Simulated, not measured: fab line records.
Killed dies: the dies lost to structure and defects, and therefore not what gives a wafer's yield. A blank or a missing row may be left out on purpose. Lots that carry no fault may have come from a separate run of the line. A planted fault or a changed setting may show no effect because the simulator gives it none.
Matching of chambers | flow nand harc | NHARC_A_STAIRCASE_ETCH_313 on rie diel-10 has 4 sister chambers
The step etches the open film in CF4/CHF3. 16 wafers are shown with their chamber, then 8 later ones without.

EACH WAFER AND ITS CHAMBER
wafer  | chamber | showerhead plenum p Torr (Torr) | drypump motor current A (A) | rf vpp V (V)
L075.2 | 2       | 1.53                            | 5.6                         | 370.1
L075.4 | 2       | 1.53                            | 5.5                         | 370.0
L075.5 | 3       | 1.62                            | 6.0                         | 373.3
L079.4 | 3       | 1.61                            | 6.0                         | 372.6
L079.5 | 2       | 1.52                            | 5.5                         | 370.5
L079.6 | 3       | 1.61                            | 6.0                         | 372.2
L080.3 | 3       | 1.61                            | 6.0                         | 370.9
L080.4 | 2       | 1.52                            | 5.6                         | 367.2
L080.5 | 2       | 1.52                            | 5.6                         | 368.2
L084.1 | 2       | 1.52                            | 5.6                         | 368.7
L084.2 | 0       | 1.66                            | 6.3                         | 373.7
L084.3 | 3       | 1.61                            | 6.0                         | 371.7
L090.2 | 0       | 1.66                            | 6.3                         | 373.5
L090.3 | 1       | 1.70                            | 6.3                         | 372.9
L090.4 | 0       | 1.66                            | 6.3                         | 373.2
L092.1 | 0       | 1.66                            | 6.3                         | 373.8

SIGNATURES (means of the wafers above)
reading                  | chamber 0 | chamber 1 | chamber 2 | chamber 3 | scatter within a chamber
showerhead plenum p Torr | 1.6600    | 1.7000    | 1.5233    | 1.6120    | 0.00422
drypump motor current A  | 6.300     | 6.300     | 5.567     | 6.000     | 0.0333
rf vpp V                 | 373.550   | 372.900   | 369.117   | 372.140   | 0.994
Rule: for a wafer and a chamber, the distance is found by dividing, reading by reading, the gap between the wafer's reading and the chamber's mean by the reading's scatter, squaring, summing and taking the root. If the next closest chamber is less than 2 further off than the closest, the wafer can't be placed; otherwise it belongs to the closest. The scatter: take each reading less its chamber's mean, square it, sum over the shown wafers, divide by the number of wafers less the number of chambers, and take the root.

WAFERS MISSING THEIR CHAMBER
wafer  | showerhead plenum p Torr (Torr) | drypump motor current A (A) | rf vpp V (V)
L092.3 | 1.70                            | 6.3                         | 373.9
L092.5 | 1.70                            | 6.3                         | 374.4
L091.1 | 1.52                            | 5.6                         | 368.0
L091.2 | 1.66                            | 6.2                         | 374.0
L091.6 | 1.52                            | 5.5                         | 369.4
L094.2 | 1.52                            | 5.6                         | 369.5
L094.3 | 1.60                            | 6.0                         | 372.5
L094.4 | 1.70                            | 6.3                         | 374.9

CHAMBER TAKEN BY EACH
wafer  | from the rows above | in truth
L092.3 | 1                   | 1
L092.5 | 1                   | 1
L091.1 | 2                   | 2
L091.2 | 0                   | 0
L091.6 | 2                   | 2
L094.2 | 2                   | 2
L094.3 | 3                   | 3
L094.4 | 1                   | 1
Correctly placed: 8 of 8. Left unplaced by these rows: 0. Number placed wrongly: 0.
